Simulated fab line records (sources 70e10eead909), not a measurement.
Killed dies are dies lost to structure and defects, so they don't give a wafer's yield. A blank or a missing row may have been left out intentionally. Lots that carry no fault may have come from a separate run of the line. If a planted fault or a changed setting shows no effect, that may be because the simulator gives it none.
Which tool did it? ; flow nand_harc ; 45 wafers from 15 lots sampled at 3 of the route's 1302 steps

== WHAT THE GAUGES SHOWED, per wafer ==
NHARC_A_BONDPAD_OVL_MEAS_35.
lot;measured;on;overlay_x_nm (nm);overlay_y_nm (nm)
L115;day 23 22:45;overlay-01;5 5 5;0 1 1
L117;day 24 12:16;overlay-01;9 10 9;4 4 4
L118;day 25 04:37;overlay-01;1 0 1;10 10 10
L119;day 26 03:10;overlay-01;3 3 3;-1 -1 -1
L120;day 26 17:37;overlay-02;5 5 5;-5 -5 -5
L121;day 26 19:37;overlay-01;-1 -1 0;0 0 0
L123;day 28 02:40;overlay-01;-3 -4 -4;7 7 7
L122;day 28 06:57;overlay-02;-1 -2 -1;-4 -4 -4
L126;day 28 09:30;overlay-02;4 4 4;0 0 0
L125;day 28 15:35;overlay-02;4 4 4;-1 -1 -1
L127;day 28 21:53;overlay-02;14 14 14;0 -1 -1
L129;day 28 22:49;overlay-01;5 4 5;0 1 0
L135;day 31 14:49;overlay-01;16 17 17;4 4 4
L134;day 31 18:31;overlay-02;-14 -15 -14;-8 -8 -7
L136;day 33 11:43;overlay-01;4 4 4;5 4 5

NHARC_THIN_TSV_CD_MEAS_12: the cd target is 1000 nm.
lot;measured;on;cd_nm (nm)
L115;day 24 15:10;cd_sem-01;999.6 996.9 998.7
L117;day 25 03:05;cd_sem-01;999.1 1000.3 999.4
L118;day 26 04:51;cd_sem-03;1000.7 1001.7 1001.8
L119;day 26 18:02;cd_sem-02;1000.8 999.2 997.5
L120;day 27 08:36;cd_sem-01;996.5 999.2 997.7
L121;day 27 09:51;cd_sem-01;999.1 997.0 999.1
L123;day 28 15:38;cd_sem-03;999.8 1000.4 999.0
L122;day 28 21:53;cd_sem-01;1001.6 1001.1 999.5
L126;day 28 23:06;cd_sem-02;998.3 999.4 1001.0
L125;day 29 06:33;cd_sem-03;998.2 999.5 1001.1
L127;day 29 14:12;cd_sem-03;998.0 997.5 997.7
L129;day 29 15:31;cd_sem-03;999.3 999.1 1000.0
L135;day 32 12:53;cd_sem-02;997.4 1000.4 1000.8
L134;day 32 14:03;cd_sem-01;997.5 997.7 996.8
L136;day 34 02:39;cd_sem-03;1001.1 999.7 999.3

== TOOL THAT RAN EACH LOT (tool first, then ch and the chambers of the sampled wafers, then the start) ==
lot;NHARC_A_BONDPAD_PRE_CLEAN_26
L115;pvd_sputter-01, day 24 15:10 or earlier
L117;pvd_sputter-03, day 25 03:05 or earlier
L118;pvd_sputter-02, day 26 04:51 or earlier
L119;pvd_sputter-01, day 26 18:02 or earlier
L120;pvd_sputter-01, day 27 08:36 or earlier
L121;pvd_sputter-03, day 27 09:51 or earlier
L123;pvd_sputter-01, day 28 15:38 or earlier
L122;pvd_sputter-01, day 28 21:53 or earlier
L126;pvd_sputter-03, day 28 23:06 or earlier
L125;pvd_sputter-01, day 29 06:33 or earlier
L127;pvd_sputter-01, day 29 14:12 or earlier
L129;pvd_sputter-03, day 29 15:31 or earlier
L135;pvd_sputter-01, day 31 15:58
L134;pvd_sputter-01, day 32 14:03 or earlier
L136;pvd_sputter-01, day 34 02:39 or earlier
- NHARC_A_BONDPAD_PRE_CLEAN_26: time 30 s.

== WHAT THE TOOLS THEMSELVES READ (means of the sampled wafers that have a number; where no wafer has one, the mark that the record gives instead) ==
NHARC_A_BONDPAD_PRE_CLEAN_26.
lot;tool;heater_power_w (W)
L115;pvd_sputter-01;392
L117;pvd_sputter-03;441
L118;pvd_sputter-02;368
L119;pvd_sputter-01;415
L120;pvd_sputter-01;394
L121;pvd_sputter-03;405
L123;pvd_sputter-01;403
L122;pvd_sputter-01;401
L126;pvd_sputter-03;474
L125;pvd_sputter-01;408
L127;pvd_sputter-01;402
L129;pvd_sputter-03;428
L135;pvd_sputter-01;420
L134;pvd_sputter-01;397
L136;pvd_sputter-01;405

== THE ANSWER, worked out from the rows above alone ==
Rule: the lots themselves supply what counts as usual. The widest of any qualifying gaps counts: lots, ordered by their means at a reading, are off when they make up no more than a third of the lots, leave a main group of 4 or more, and stand apart from it by 3 or more times the standard deviation of that group's means. A main group is skipped when, at the precision printed for the reading in the tables above, its means are all equal. A lot without any number at a reading at which 4 lots or more have one is off too. The other lots that the step has rows for count as sound. After the gauges, taken in route order, come the tools' own readings; for these a lot's mean is taken, as printed above. At the first step where some lot is off, the reading lying furthest off is the one used; lots without a number count as furthest.
None of the lots is off at any reading shown; this tells nothing.

== WHAT THE SIMULATOR HAD PUT IN ==
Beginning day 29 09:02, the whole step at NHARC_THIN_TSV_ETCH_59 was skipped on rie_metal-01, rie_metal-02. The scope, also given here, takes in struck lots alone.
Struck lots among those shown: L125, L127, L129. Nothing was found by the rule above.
